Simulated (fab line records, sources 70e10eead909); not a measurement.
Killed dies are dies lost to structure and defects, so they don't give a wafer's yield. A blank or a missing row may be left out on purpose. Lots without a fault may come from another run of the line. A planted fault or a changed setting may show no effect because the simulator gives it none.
Chamber matching | flow nand_harc | NHARC_A_CHANNEL_FILL_D1_ALD_02 on ald_hk-03: 4 sister chambers
The step deposits SiO2, target thk 6 nm, pulse time 10 s, ald cycles 60. 20 wafers are shown with their chamber, then 10 later ones without.

WAFERS WITH THEIR CHAMBER
wafer  | chamber | heater_power_w (W) | precursor_pulse_height_rel
L074.1 | 0       | 505                | 1.007
L074.4 | 1       | 399                | 1.038
L074.5 | 1       | 416                | 1.007
L076.3 | 3       | 429                | 0.970
L076.4 | 0       | 510                | 1.024
L076.5 | 1       | 419                | 1.024
L080.1 | 2       | 413                | 1.037
L080.2 | 3       | 441                | 0.999
L080.6 | 2       | 431                | 1.034
L079.2 | 3       | 432                | 1.017
L079.4 | 1       | 411                | 1.008
L079.6 | 3       | 437                | 0.966
L082.1 | 0       | 528                | 1.013
L082.3 | 3       | 440                | 1.001
L082.6 | 2       | 421                | 0.991
L089.1 | 0       | 524                | 1.002
L089.5 | 1       | 413                | 1.025
L089.6 | 0       | 518                | 1.019
L088.3 | 3       | 447                | 1.041
L088.4 | 0       | 523                | 1.001

SIGNATURES (means of the wafers above)
reading                    | chamber 0 | chamber 1 | chamber 2 | chamber 3 | scatter within a chamber
heater_power_w             | 518.00    | 411.60    | 421.67    | 437.67    | 7.92
precursor_pulse_height_rel | 1.01100   | 1.02040   | 1.02067   | 0.99900   | 0.0201
Rule: a wafer's distance from a chamber is the root of the sum, over the readings, of the square of ((its reading less the chamber's mean) divided by the reading's scatter). The wafer belongs to the nearest chamber; if the next one is less than 2 further off, it can't be placed. The scatter: the root of (the sum of the squares of (reading less its chamber's mean) over the shown wafers, divided by (wafers less chambers)).

WAFERS WITHOUT THEIR CHAMBER
wafer  | heater_power_w (W) | precursor_pulse_height_rel
L088.6 | 507                | 0.994
L091.3 | 447                | 1.002
L091.5 | 411                | 1.027
L091.6 | 433                | 0.974
L090.1 | 413                | 1.016
L090.2 | 419                | 0.984
L090.3 | 429                | 1.010
L093.2 | 446                | 1.003
L093.4 | 411                | 1.032
L093.6 | 526                | 0.986

WHICH CHAMBER EACH WENT THROUGH
wafer  | from the rows above          | in truth
L088.6 | 0                            | 0
L091.3 | 3                            | 3
L091.5 | can't be placed: 1 or 2      | 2
L091.6 | can't be placed: 3 or 2      | 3
L090.1 | can't be placed: 1 or 2      | 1
L090.2 | can't be placed: 2 or 1 or 3 | 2
L090.3 | can't be placed: 2 or 3 or 1 | 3
L093.2 | 3                            | 3
L093.4 | can't be placed: 1 or 2      | 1
L093.6 | 0                            | 0
Placed correctly: 4 of 10. Can't be placed from these rows: 6 (the true chamber is among the candidates in 6). Placed wrongly: 0.
